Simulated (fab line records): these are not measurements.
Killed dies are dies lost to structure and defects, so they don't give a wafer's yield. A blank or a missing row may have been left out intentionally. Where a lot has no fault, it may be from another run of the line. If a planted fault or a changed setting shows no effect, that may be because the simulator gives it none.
Split-lot experiment | flow n5 finfet | route with 1938 steps; 7 lots, 39 wafers read

== THE SPLIT ==
At N5_BEOL_M4_ILD_DEP_00 (deposits SiOC from DEMS/O2, target thk 79 nm, time 15.3 s), the setting target thk a was moved away from the recipe's 790 angstrom on 18 of the 39 wafers read, by -59.8% to +44.1%. This setting was run at the recipe's value on the other wafers.

Between the split and the reading, the file records no step.

== THE READING ==
Values of M4_ILD_THK in nm from N5_BEOL_M4_THK_MEAS_01. Fault-free wafers of this fab line usually give 79.2 nm, standard deviation 1 nm.

wafer  | tool, chamber at the split | target thk a as run, angstrom | against the recipe | M4_ILD_THK, nm | against lot-mates on the recipe
L078.2 | pecvd-01, 2                | 790                           | recipe             | 79.1           | -
L078.4 | pecvd-01, 1                | 790                           | recipe             | 81.0           | -
L078.6 | pecvd-01, 0                | 790                           | recipe             | 80.6           | -
L079.1 | pecvd-04, 2                | 1078                          | +36.5%             | 108.2          | +27.4
L079.2 | pecvd-04, 0                | 1078                          | +36.5%             | 108.5          | +27.7
L079.3 | pecvd-04, 1                | 1078                          | +36.5%             | 107.5          | +26.7
L079.4 | pecvd-04, 1                | 790                           | recipe             | 80.1           | -
L079.5 | pecvd-04, 2                | 790                           | recipe             | 81.1           | -
L079.6 | pecvd-04, 0                | 790                           | recipe             | 81.3           | -
L086.1 | pecvd-04, 0                | 928.9                         | +17.6%             | 93.4           | +14.4
L086.2 | pecvd-04, 2                | 928.9                         | +17.6%             | 92.5           | +13.5
L086.3 | pecvd-04, 1                | 790                           | recipe             | 77.9           | -
L086.4 | pecvd-04, 0                | 790                           | recipe             | 80.1           | -
L086.5 | pecvd-04, 2                | 928.9                         | +17.6%             | 94.2           | +15.2
L086.6 | pecvd-04, 1                | 790                           | recipe             | 79.1           | -
L087.1 | pecvd-04, 0                | 1018                          | +28.9%             | 101.5          | +21.9
L087.2 | pecvd-04, 1                | 1018                          | +28.9%             | 99.5           | +19.9
L087.3 | pecvd-04, 2                | 790                           | recipe             | 80.0           | -
L087.4 | pecvd-04, 1                | 790                           | recipe             | 79.0           | -
L087.5 | pecvd-04, 2                | 790                           | recipe             | 79.8           | -
L087.6 | pecvd-04, 0                | 1018                          | +28.9%             | 102.4          | +22.8
L089.1 | pecvd-03, 1,2              | 317.2                         | -59.8%             | 31.8           | -47.0
L089.2 | pecvd-03, 0                | 790                           | recipe             | 77.2           | -
L089.3 | pecvd-03, 1,2              | 317.2                         | -59.8%             | 31.7           | -47.1
L089.4 | pecvd-03, 2                | 790                           | recipe             | 79.9           | -
L089.5 | pecvd-03, 0                | 317.2                         | -59.8%             | 32.2           | -46.6
L089.6 | pecvd-03, 1                | 790                           | recipe             | 79.4           | -
L093.1 | pecvd-01, 1                | 1138                          | +44.1%             | 112.2          | +33.4
L093.2 | pecvd-01, 0                | 1138                          | +44.1%             | 112.4          | +33.6
L093.3 | pecvd-01, 0                | 1138                          | +44.1%             | 114.6          | +35.8
L093.4 | pecvd-01, 1                | 790                           | recipe             | 78.9           | -
L093.5 | pecvd-01, 0                | 790                           | recipe             | 79.2           | -
L093.6 | pecvd-01, 1                | 790                           | recipe             | 78.4           | -
L096.1 | pecvd-04, 0                | 790                           | recipe             | 79.5           | -
L096.2 | pecvd-04, 1                | 790                           | recipe             | 78.5           | -
L096.3 | pecvd-04, 2                | 790                           | recipe             | 81.2           | -
L096.4 | pecvd-04, 0,1              | 959.9                         | +21.5%             | 97.2           | +17.5
L096.5 | pecvd-04, 2                | 959.9                         | +21.5%             | 99.3           | +19.6
L096.6 | pecvd-04, 0,1              | 959.9                         | +21.5%             | 97.2           | +17.5
The file does not say which wafer passed through which chamber wherever a row lists several chambers: such a row stands for several wafers.

FIT RESULTS
A straight line over all 39 wafers: M4_ILD_THK changes by +0.785 nm for each +1% of target thk a; r = +1.00; the points scatter about the line by 1.2 nm.
The same after taking each lot's own level away (the mean of its wafers on the recipe; 39 wafers): +0.778 nm for each +1%; r = +1.00; scatter 1.1 nm.
The reading moves by 47 nm for the largest change in target thk a, on that fit.
From 78.83 to 80.83 nm: that is the span of the lots' own levels, equal to 2.0 times the standard deviation above.
So the lot-to-lot level changes the slope little: the two slopes agree.
Check: for one of the wafers moved furthest among these (-59.8%), held out of the fit, the line's prediction against its lot-mates is -46.4 nm. It came out at -47 nm against them.

== FURTHER SPLITS ON THESE WAFERS ==
Before the reading, these wafers also passed through other splits. Each is held against what the fit with the lots' levels taken away leaves over:
other split on the same wafers          | wafers away from the commonest value | r with M4_ILD_THK (lot level and that fit taken away)
N5_STI_FIN_REVEAL_ETCHBACK_08 time s    | 12                                   | +0.29
N5_BEOL_M0_SAQP_ETCH_106 target depth a | 12                                   | +0.19

== THE WHOLE CHAIN: every reading that the file lists as answering this split, in the file's order ==
step                   | what it does                                              | reading                                                                            | change (the file's fit)               | r (the file's)
N5_BEOL_M4_ILD_DEP_00  | deposits SiOC from DEMS/O2, target thk 79 nm, time 15.3 s | SiOC_of_BEOL_M4_ILD_DEP_00.thk nm (the simulator's own value, which no gauge read) | +0.777 nm for each +1% of the setting | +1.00
N5_BEOL_M4_THK_MEAS_01 |                                                           | M4_ILD_THK                                                                         | +0.777 for each +1% of the setting    | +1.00

== FILE'S OWN FIT ==
M4_ILD_THK changes by +0.777 nm for each +1% of target thk a, r = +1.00.
